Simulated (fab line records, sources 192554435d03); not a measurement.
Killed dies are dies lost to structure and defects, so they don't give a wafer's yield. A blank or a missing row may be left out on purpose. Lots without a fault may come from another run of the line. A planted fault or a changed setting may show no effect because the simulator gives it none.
One fault seen from 3 desks | flow n5_finfet | each desk has only its own numbers; what lay behind them comes last

THE DEFECT DESK
What the inspections along the route counted, lot by lot: means of the sampled wafers that have a number. A lot is out of limits, marked OUT, if its mean lies more than 4 standard deviations from the usual mean; the brackets give that distance.
Columns: A = raw_defect_count at N5_BEOL_M2_INSPECT_30, usual 403
lot  | first seen here | A
L726 | day 6 18:55     | 436
L737 | day 9 11:31     | 367
L742 | day 10 11:12    | 328
L745 | day 11 05:07    | 392
L744 | day 11 09:34    | 422
L748 | day 12 18:26    | 355
L749 | day 12 18:54    | 409
This desk's finding: nothing out of limits on any of the 7 lots.

THE METROLOGY DESK
What the gauges read, lot by lot, whatever tool the lot ran on: means of the sampled wafers that have a number. A lot is out of limits, marked OUT, if its mean lies more than 4 standard deviations from the usual mean; the brackets give that distance. Of its 12 readings 7 are shown: those that lie furthest out on some lot.
Columns: A = V1_OVL at N5_BEOL_M2_OVL_MEAS_29, usual -0.3 nm; B = DIBL_N at N5_BEOL_M4_RC_MEAS_101, usual 36.4 mV/V; C = DIBL_P at N5_BEOL_M4_RC_MEAS_101, usual 36.1 mV/V; D = IOFF_N at N5_BEOL_M4_RC_MEAS_101, usual 0.156 nA/um; E = IOFF_P at N5_BEOL_M4_RC_MEAS_101, usual 0.21 nA/um; F = ION_P at N5_BEOL_M4_RC_MEAS_101, usual 463 uA/um; G = VT_N at N5_BEOL_M4_RC_MEAS_101, usual 250.0 mV
lot  | first seen here | A    | B    | C    | D     | E    | F   | G
L726 | day 6 18:50     | -0.8 | 35.9 | 36.5 | 0.151 | 0.19 | 470 | 249.4
L737 | day 9 11:26     | 0.3  | 39.1 | 38.9 | 0.195 | 0.27 | 473 | 247.8
L742 | day 10 11:07    | -0.8 | 37.6 | 35.7 | 0.154 | 0.20 | 458 | 250.8
L745 | day 11 05:02    | -0.6 | 36.2 | 34.5 | 0.147 | 0.22 | 464 | 248.7
L744 | day 11 09:29    | 0.8  | 34.7 | 35.6 | 0.115 | 0.17 | 458 | 256.4
L748 | day 12 18:21    | 0.6  | 36.8 | 37.3 | 0.168 | 0.22 | 463 | 248.8
L749 | day 12 18:49    | -0.4 | 36.4 | 36.1 | 0.168 | 0.18 | 459 | 247.7
This desk's finding: nothing out of limits on any of the 7 lots.

THE TOOL OWNER'S DESK: rie_diel-03
The tool's own readings at N5_BEOL_M2_ETCH_70 (etches SOC in N2/H2, target depth 80 nm, overetch 24 nm, time 130 s): means of the sampled wafers that have a number, for each lot that ran on this tool. A lot is out of limits, marked OUT, if its mean lies more than 4 standard deviations from the usual mean; the brackets give that distance.
Columns: A = bias_w at N5_BEOL_M2_ETCH_70, usual 150.0 W; B = drypump_motor_current_A at N5_BEOL_M2_ETCH_70, usual 5.9 A; C = h2_flow_sccm at N5_BEOL_M2_ETCH_70, usual 200.0 sccm; D = oes_product_au at N5_BEOL_M2_ETCH_70, usual 0.60 a.u.; E = rf_vpp_V at N5_BEOL_M2_ETCH_70, usual 524.0 V; F = showerhead_plenum_p_Torr at N5_BEOL_M2_ETCH_70, usual 2.54 Torr; G = throttle_valve_pct at N5_BEOL_M2_ETCH_70, usual 17.64 %
lot  | first seen here | A     | B   | C     | D    | E     | F    | G
L737 | day 9 15:56     | 150.3 | 6.2 | 199.8 | 0.58 | 523.7 | 2.51 | 17.60
L742 | day 10 12:47    | 149.7 | 5.8 | 200.2 | 0.52 | 525.7 | 2.62 | 17.81
L745 | day 11 06:21    | 150.4 | 6.3 | 200.3 | 0.60 | 521.9 | 2.46 | 17.79
L744 | day 11 10:27    | 150.2 | 6.0 | 200.7 | 0.60 | 524.8 | 2.56 | 17.83
This desk's finding: nothing out of limits on any of the 4 lots.

PUT TOGETHER
The defect desk saw nothing out of limits.
The metrology desk saw nothing out of limits.
The tool owner's desk saw nothing out of limits.

WHAT THE SIMULATOR HAD PUT IN
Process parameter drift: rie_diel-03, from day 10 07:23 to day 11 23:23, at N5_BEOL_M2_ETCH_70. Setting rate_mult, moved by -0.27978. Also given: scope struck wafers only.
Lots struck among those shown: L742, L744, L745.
